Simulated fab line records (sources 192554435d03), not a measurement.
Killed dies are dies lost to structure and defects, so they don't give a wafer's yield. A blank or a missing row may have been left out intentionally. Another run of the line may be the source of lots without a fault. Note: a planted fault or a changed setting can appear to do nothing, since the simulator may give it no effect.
Lot-split experiment | flow n5 finfet | 21 wafers read from 7 lots, route of 1938 steps

## ABOUT THE SPLIT
At N5_BEOL_M11_TRENCH_ETCH_37 (etches SiCOH lowk in C4F6/O2, target depth 148.83 nm, time 48 s), the setting source w was moved away from the recipe's 345 W on 4 of the 21 wafers read, by -15.1% to -5.1%. All remaining wafers had this setting at the recipe value.

Reading taken at the split's own step.

## THE READING
rf vpp V, in V, at N5_BEOL_M11_TRENCH_ETCH_37 (etches SiCOH lowk in C4F6/O2, target depth 148.83 nm, time 48 s). Typical for fault-free wafers on this fab line: 666 V, with standard deviation 4.8 V.

wafer  | tool, chamber at the split | source w as run, W | against the recipe | rf vpp V, V | against lot-mates on the recipe
L074.1 | rie diel-04, 0             | 345                | recipe             | 666         | -
L074.2 | rie diel-04, 3             | 292.9              | -15.1%             | 717         | +54
L074.5 | rie diel-04, 3             | 345                | recipe             | 659         | -
L075.1 | rie diel-02, 1             | 345                | recipe             | 670         | -
L075.2 | rie diel-02, 0             | 345                | recipe             | 666         | -
L075.3 | rie diel-02, 2             | 345                | recipe             | 660         | -
L077.1 | rie diel-02, 2             | 345                | recipe             | 659         | -
L077.3 | rie diel-02, 0             | 345                | recipe             | 667         | -
L077.5 | rie diel-02, 1             | 307.2              | -11.0%             | 711         | +48
L080.1 | rie diel-02, 3             | 345                | recipe             | 662         | -
L080.2 | rie diel-02, 1             | 345                | recipe             | 668         | -
L080.6 | rie diel-02, 1             | 345                | recipe             | 670         | -
L088.1 | rie diel-04, 3             | 345                | recipe             | 660         | -
L088.2 | rie diel-04, 1             | 345                | recipe             | 668         | -
L088.4 | rie diel-04, 2             | 345                | recipe             | 668         | -
L092.1 | rie diel-06, 3             | 345                | recipe             | 671         | -
L092.2 | rie diel-06, 2             | 327.3              | -5.1%              | 691         | +16
L092.3 | rie diel-06, 1             | 345                | recipe             | 679         | -
L093.1 | rie diel-02, 1             | 315                | -8.7%              | 699         | +39
L093.2 | rie diel-02, 2             | 345                | recipe             | 661         | -
L093.5 | rie diel-02, 2             | 345                | recipe             | 659         | -

THE FIT
A straight line over all 21 wafers: rf vpp V changes by -3.75 V for each +1% of source w; r = -0.95; the points scatter about the line by 5.5 V.
The same after taking each lot's own level away (the mean of its wafers on the recipe; 21 wafers): -3.93 V for each +1%; r = -0.97; scatter 4 V.
According to that fit, moving source w by its largest amount changes the reading by 59 V.
The span of the lots' own levels, 660.0 to 675.0 V, comes to 3.1 times the standard deviation stated above.
So the lot-to-lot level changes the slope little: the two slopes agree.
Check: with one of the wafers moved furthest among these (-15.1%) left out of the fit, the line predicts +64.5 V for it against its lot-mates. It came out at +54.5 V against them.
Tool readings at the split's step, against how far the setting was moved: rf vpp V r = -0.95.

## OTHER SPLITS APPLIED TO THESE WAFERS
Note: prior to the reading, these wafers also went through further splits. Each is held against what the fit with the lots' levels taken away leaves over:
other split on the same wafers | wafers away from the commonest value | r with rf vpp V (lot level and that fit taken away)
N5_BEOL_M11_ILD_DEP_00 time s  | 3                                    | +0.22
N5_BEOL_M11_VIA_ETCH_34 time s | 6                                    | -0.24

## THE FILE'S OWN FIT
rf vpp V changes by -3.95 V for each +1% of source w, r = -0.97.
